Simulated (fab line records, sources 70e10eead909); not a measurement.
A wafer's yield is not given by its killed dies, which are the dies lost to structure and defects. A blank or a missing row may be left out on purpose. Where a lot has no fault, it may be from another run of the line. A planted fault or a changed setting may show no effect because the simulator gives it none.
fab line records -- flow nand-harc -- part 2 of 2: steps 28 to 43 of 43
record lots=5, wafers=15, last-day=32
route steps=1302 shown P_M1@286 P_M2@318
lots with no fault: from the same line, run without faults
start-h: the number of hours between the record's first day and the start of the first shown wafer of the lot -- wait-h: hours since the lot's step before -- " identical to the entry in the row above -- L1.1+2: a row that stands for several wafers -- - either no value or no given start -- * or withheld: withheld -- < > ~ a bound
route shown NAME@n: a module of which the file shows steps, and the number in the route of the first -- usual: mean and standard deviation over wafers with no fault -- same: alike in all rows -- chamber/n: place in a boat -- sites: per-site readings -- _std_site: the values' standard deviation -- _edge_site: inner sites' mean taken away from outer sites' mean -- radius-mm: for every site, how far away it sits from the centre of the wafer -- mask NAME#n: copy n -- behind: the most recent tool/chamber to have shaped the wafer -- hold: why the lot was held/for how many hours/how that ended -- device: the n, p or np transistor that did not switch -- end of line: the route-end tests of the same wafers -- a step without rows: its recipe alone -- killed: the dies lost at the first sort to structure and to defects; this is not the yield of the wafer -- map: dies across one wafer; x = killed, . = not, _ = none there
set.NAME: the setting that was run; set.NAME@STEP: the one run at that earlier step -- model.NAME: the simulator's own value behind a step, which no gauge read
lots seen at some steps along the route; tables by step, rows by wafer
services: the hour from which a tool's chamber was out of use, counted from the record's first day as start-h (under 0 if before that day), plus the number of hours and why
## steps
# step NHARC_P_M1_SRD_25
lot.wafer,tool,chamber,start-h,wait-h
L076.2+3+5,wet-bench-10,"2,3,5",157.11,0.0
L078.4+6+3,wet-bench-10,"2,3,7",172.44,0.0
L081.4+2+6,wet-bench-10,"2,4,5",206.68,0.0
L085.1+6+4,wet-bench-08,"0,3,4",246.11,0.0
L094.4+1+6,wet-bench-10,"5,6,2",334.67,0.0
# step NHARC_P_M1_INSPECT_27
# usual raw-defect-count=296/100
lot.wafer,tool,chamber,start-h,wait-h,raw-defect-count
L076.2,defect-inspect-01,-,157.22,0.0,470
L076.3,defect-inspect-01,-,157.22,0.0,507
L076.5,defect-inspect-01,-,157.22,0.0,596
L078.3,defect-inspect-01,-,172.56,0.0,320
L078.4,defect-inspect-01,-,172.56,0.0,272
L078.6,defect-inspect-01,-,172.56,0.0,273
L081.2,defect-inspect-01,-,206.80,0.0,305
L081.4,defect-inspect-01,-,206.80,0.0,254
L081.6,defect-inspect-01,-,206.80,0.0,196
L085.1,defect-inspect-02,-,246.22,0.0,290
L085.4,defect-inspect-02,-,246.22,0.0,257
L085.6,defect-inspect-02,-,246.22,0.0,248
L094.1,defect-inspect-02,-,334.78,0.0,309
L094.4,defect-inspect-02,-,334.78,0.0,526
L094.6,defect-inspect-02,-,334.78,0.0,245
# step NHARC_P_M1_PRE_CLEAN_32
# recipe time-s=12, temp-c=370, rf-power-w=300, gas=NH3
# usual heater-power-w=660/75
lot.wafer,tool,chamber,start-h,wait-h,heater-power-w
L076.2,pecvd-03,1,157.29,0.1,673
L076.3,pecvd-03,0,157.29,0.1,680
L076.5,pecvd-03,0,157.29,0.1,685
L078.3,pecvd-04,1,172.64,0.1,497
L078.4,pecvd-04,0,172.64,0.1,694
L078.6,pecvd-04,2,172.64,0.1,702
L081.2,pecvd-03,2,206.89,0.1,602
L081.6,pecvd-03,1,206.89,0.1,648
L081.4,pecvd-03,2,206.89,0.1,623
L085.1,pecvd-04,2,246.29,0.1,780
L085.4,pecvd-04,2,246.29,0.1,776
L085.6,pecvd-04,0,246.29,0.1,682
L094.1,pecvd-04,1,334.94,0.2,590
L094.6,pecvd-04,1,334.94,0.2,582
L094.4,pecvd-04,0,334.94,0.2,739
# step NHARC_P_M1_DEP_33
# recipe target-thk-a=300, temp-c=370, target-thk-nm=30, pressure-torr=3, flow-sccm=200, rf-w=450, material=SiCN
# usual heater-power-w=613/77
lot.wafer,tool,chamber,start-h,wait-h,heater-power-w
L076.2,pecvd-03,1,157.37,0.1,635
L076.3,pecvd-03,0,157.37,0.1,502
L076.5,pecvd-03,0,157.37,0.1,515
L078.3,pecvd-04,1,172.75,0.1,498
L078.4,pecvd-04,0,172.75,0.1,625
L078.6,pecvd-04,2,172.75,0.1,744
L081.2,pecvd-03,2,207.03,0.1,501
L081.6,pecvd-03,1,207.03,0.1,616
L081.4,pecvd-03,2,207.03,0.1,515
L085.1,pecvd-04,2,246.36,0.1,749
L085.4,pecvd-04,2,246.36,0.1,745
L085.6,pecvd-04,0,246.36,0.1,633
L094.1,pecvd-04,1,335.02,0.1,501
L094.6,pecvd-04,1,335.02,0.1,497
L094.4,pecvd-04,0,335.02,0.1,703
# step NHARC_P_M2_DEP_00
# recipe target-thk-a=1825, target-thk-nm=182.5, temp-c=withheld, pressure-torr=5, flow-sccm=200, rf-w=600, material=SiOC
lot.wafer,tool,chamber,start-h,wait-h
L076.3+2+5,pecvd-02,"1,2,0",157.82,-
L078.3+6+4,pecvd-04,"1,1,2",-,-
L081.2+6+4,pecvd-02,"0,0,1",207.40,-
L085.1+6+4,pecvd-03,"2,0,1",246.85,-
L094.1+6+4,pecvd-02,"0,1,0",335.53,-
# step NHARC_P_M2_DEHYDRATE_01
# recipe temp-c=150, time-s=120
lot.wafer,tool,chamber,start-h,wait-h
L076.2+3+5,litho-track-06,0,158.18,-
L078.3+4+6,litho-track-06,0,173.51,-
L081.2+4+6,litho-track-01,0,207.76,-
L085.1+4+6,litho-track-04,0,247.16,-
L094.1+4+6,litho-track-06,0,335.84,-
# step NHARC_P_M2_HMDS_02
# recipe time-s=30
lot.wafer,tool,chamber,start-h,wait-h
L076.2+3+5,litho-track-06,0,-,-
L078.3+4+6,litho-track-06,0,-,-
L081.2+4+6,litho-track-01,0,-,-
L085.1+4+6,litho-track-04,0,-,-
L094.1+4+6,litho-track-06,0,-,-
# step NHARC_P_M2_COAT_34
# recipe temp-c=200, time-s=65
lot.wafer,tool,chamber,start-h,wait-h
L076.2+3+5,litho-track-06,0,-,-
L078.3+4+6,litho-track-06,0,-,-
L081.2+4+6,litho-track-01,0,-,-
L085.1+4+6,litho-track-04,0,-,-
L094.1+4+6,litho-track-06,0,-,-
# step NHARC_P_M2_COAT_03
# recipe spin-rpm=1500, resist-thk-nm=90
lot.wafer,tool,chamber,start-h,wait-h
L076.2+3+5,litho-track-06,0,-,-
L078.3+4+6,litho-track-06,0,-,-
L081.2+4+6,litho-track-01,0,-,-
L085.1+4+6,litho-track-04,0,-,-
L094.1+4+6,litho-track-06,0,-,-
# step NHARC_P_M2_SOFTBAKE_04
# recipe temp-c=105, time-s=55
lot.wafer,tool,chamber,start-h,wait-h
L076.2+3+5,litho-track-06,0,-,-
L078.3+4+6,litho-track-06,0,-,-
L081.2+4+6,litho-track-01,0,-,-
L085.1+4+6,litho-track-04,0,-,-
L094.1+4+6,litho-track-06,0,-,-
# step NHARC_P_M2_EBR_05
lot.wafer,tool,chamber,start-h,wait-h
L076.2+3+5,litho-track-06,0,-,-
L078.3+4+6,litho-track-06,0,-,-
L081.2+4+6,litho-track-01,0,-,-
L085.1+4+6,litho-track-04,0,-,-
L094.1+4+6,litho-track-06,0,-,-
# step NHARC_P_M2_EXPOSE_06
# recipe na=1.35, target-cd-nm=170, dose-mj=80.78, mask-id=P_M2
# usual focus-offset-nm=-0.1/0.47
lot.wafer,tool,chamber,start-h,wait-h,mask,focus-offset-nm
L076.2,arfi-scanner-02,0,158.35,-,P_M2#0,-0.5
L076.3,arfi-scanner-02,0,158.35,-,P_M2#0,-0.5
L076.5,arfi-scanner-02,0,158.35,-,P_M2#0,0.0
L078.3,arfi-scanner-03,0,173.68,-,P_M2#0,-0.5
L078.4,arfi-scanner-03,0,173.68,-,P_M2#0,-0.3
L078.6,arfi-scanner-03,0,173.68,-,P_M2#0,-0.3
L081.2,arfi-scanner-01,0,208.05,-,P_M2#0,-0.4
L081.4,arfi-scanner-01,0,208.05,-,P_M2#0,0.1
L081.6,arfi-scanner-01,0,208.05,-,P_M2#0,0.0
L085.1,arfi-scanner-02,0,247.45,-,P_M2#0,0.1
L085.4,arfi-scanner-02,0,247.45,-,P_M2#0,-0.6
L085.6,arfi-scanner-02,0,247.45,-,P_M2#0,-0.1
L094.1,arfi-scanner-02,0,336.13,-,P_M2#0,-0.9
L094.4,arfi-scanner-02,0,336.13,-,P_M2#0,-0.5
L094.6,arfi-scanner-02,0,336.13,-,P_M2#0,-0.9
# step NHARC_P_M2_PEB_07
# recipe peb-temp-c=100, peb-time-s=65
# same peb-time-s=65
lot.wafer,tool,chamber,start-h,wait-h
L076.2+3+5,litho-track-06,0,158.41,0.1
L078.3+4+6,litho-track-01,0,173.73,0.0
L081.2+4+6,litho-track-01,0,208.10,0.1
L085.1+4+6,litho-track-01,0,247.51,0.1
L094.1+4+6,litho-track-06,0,336.19,0.1
# step NHARC_P_M2_DEVELOP_08
# recipe develop-time-s=35, dev-temp-c=23
lot.wafer,tool,chamber,start-h,wait-h
L076.2+3+5,litho-track-06,0,-,-
L078.3+4+6,litho-track-01,0,-,-
L081.2+4+6,litho-track-01,0,-,-
L085.1+4+6,litho-track-01,0,-,-
L094.1+4+6,litho-track-06,0,-,-
# step NHARC_P_M2_CD_MEAS_09
# recipe target-cd-nm=170, landing-energy-ev=500
# usual cd-nm=169.8/0.72
lot.wafer,tool,chamber,start-h,wait-h,cd-nm
L076.2,cd-sem-01,0,158.49,-,169.8
L076.3,cd-sem-01,0,158.49,-,170.5
L076.5,cd-sem-01,0,158.49,-,169.9
L078.3,cd-sem-01,0,173.81,-,171.0
L078.4,cd-sem-01,0,173.81,-,170.1
L078.6,cd-sem-01,0,173.81,-,170.3
L081.2,cd-sem-01,0,208.18,-,170.4
L081.4,cd-sem-01,0,208.18,-,169.4
L081.6,cd-sem-01,0,208.18,-,169.0
L085.1,cd-sem-01,0,247.59,-,170.7
L085.4,cd-sem-01,0,247.59,-,171.4
L085.6,cd-sem-01,0,247.59,-,171.7
L094.1,cd-sem-03,0,336.27,-,170.4
L094.4,cd-sem-03,0,336.27,-,170.3
L094.6,cd-sem-03,0,336.27,-,169.9
# step NHARC_P_M2_OVL_MEAS_10
# recipe pitch-nm=340
# usual overlay-x-nm=0.1/0.91, overlay-y-nm=0.0/0.87
lot.wafer,tool,chamber,start-h,wait-h,overlay-x-nm,overlay-y-nm
L076.2,overlay-01,-,158.58,-,-0.9,1.9
L076.3,overlay-01,-,158.58,-,-0.4,0.9
L076.5,overlay-01,-,158.58,-,-1.1,1.3
L078.3,overlay-02,-,173.90,-,-0.1,-0.6
L078.4,overlay-02,-,173.90,-,0.0,-0.9
L078.6,overlay-02,-,173.90,-,0.4,-1.1
L081.2,overlay-01,-,208.27,-,1.0,-1.6
L081.4,overlay-01,-,208.27,-,1.2,-0.5
L081.6,overlay-01,-,208.27,-,1.3,-1.2
L085.1,overlay-02,-,247.68,-,0.1,1.9
L085.4,overlay-02,-,247.68,-,0.2,1.6
L085.6,overlay-02,-,247.68,-,-0.1,2.0
L094.1,overlay-01,-,336.35,-,-1.0,-0.8
L094.4,overlay-01,-,336.35,-,-1.0,-1.0
L094.6,overlay-01,-,336.35,-,-1.5,-0.8
## services
tool,chamber,start-h,hours,kind
wet-bench-10,-,135.20,8.0,pm
rie-diel-09,0,136.08,43.1,repair
arfi-scanner-02,-,140.00,4.0,pm
rie-diel-09,-,143.19,9.0,pm
arfi-scanner-03,-,149.27,0.2,repair
litho-track-01,-,155.00,7.0,pm
rie-diel-04,0,165.66,13.1,repair
pvd-sputter-03,-,170.00,10.0,pm
rie-diel-04,-,177.90,9.0,pm
litho-track-06,-,179.00,7.0,pm
pecvd-03,-,185.04,13.0,pm
pvd-sputter-03,-,201.81,5.6,repair
litho-track-04,-,203.00,7.0,pm
rie-diel-04,0,241.65,14.1,repair
pecvd-03,-,242.89,1.2,repair
rie-diel-04,0,259.85,10.5,repair
pecvd-04,-,269.00,13.0,pm
pvd-sputter-02,-,285.98,10.0,pm
pecvd-04,2,298.47,13.5,repair
rie-diel-04,2,301.95,12.0,repair
wet-bench-10,-,311.20,8.0,pm
rie-diel-09,1,319.14,5.0,repair
rie-diel-09,-,320.19,9.0,pm
litho-track-01,-,330.00,7.0,pm
